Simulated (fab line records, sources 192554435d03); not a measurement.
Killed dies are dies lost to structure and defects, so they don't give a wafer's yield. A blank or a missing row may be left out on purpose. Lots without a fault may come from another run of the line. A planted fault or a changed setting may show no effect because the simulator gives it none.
Chamber matching | flow n5_finfet | N5_HKMG_FIN_ETCH_67 on rie_diel-05: 4 sister chambers
The step etches SOC in N2/H2, stops on TiN, target depth 388.9 nm. 4 wafers are shown with their chamber, then 9 later ones without.

WAFERS WITH THEIR CHAMBER
wafer  | chamber | drypump_motor_current_A (A)
L083.5 | 1       | 6.0
L092.3 | 2       | 5.2
L092.4 | 3       | 5.7
L092.6 | 0       | 5.1

WAFERS WITHOUT THEIR CHAMBER
wafer  | drypump_motor_current_A (A)
L093.1 | 5.1
L093.3 | 5.7
L093.4 | 5.7
L094.1 | 5.8
L094.5 | 5.8
L094.6 | 5.2
L097.1 | 5.1
L097.2 | 5.7
L097.4 | 5.1

WHICH CHAMBER EACH WENT THROUGH
wafer  | from the rows above | in truth
L093.1 | 0                   | 0
L093.3 | 3                   | 3
L093.4 | 3                   | 3
L094.1 | 3                   | 3
L094.5 | 3                   | 3
L094.6 | 2                   | 2
L097.1 | 0                   | 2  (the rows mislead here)
L097.2 | 3                   | 3
L097.4 | 0                   | 0
Placed correctly: 8 of 9. Can't be placed from these rows: 0. Placed wrongly: 1.
How it was worked out, from the rows above alone: a wafer's distance from a chamber is the root of the sum, over the readings, of the square of ((its reading less the chamber's mean) divided by the reading's scatter). The wafer belongs to the nearest chamber; if the next one is less than 2 further off, it can't be placed. A chamber's mean is the mean of its shown wafers. The scatter: with one shown wafer a chamber, the root of the mean of the squares of how far each hidden wafer lies from its nearest shown one.
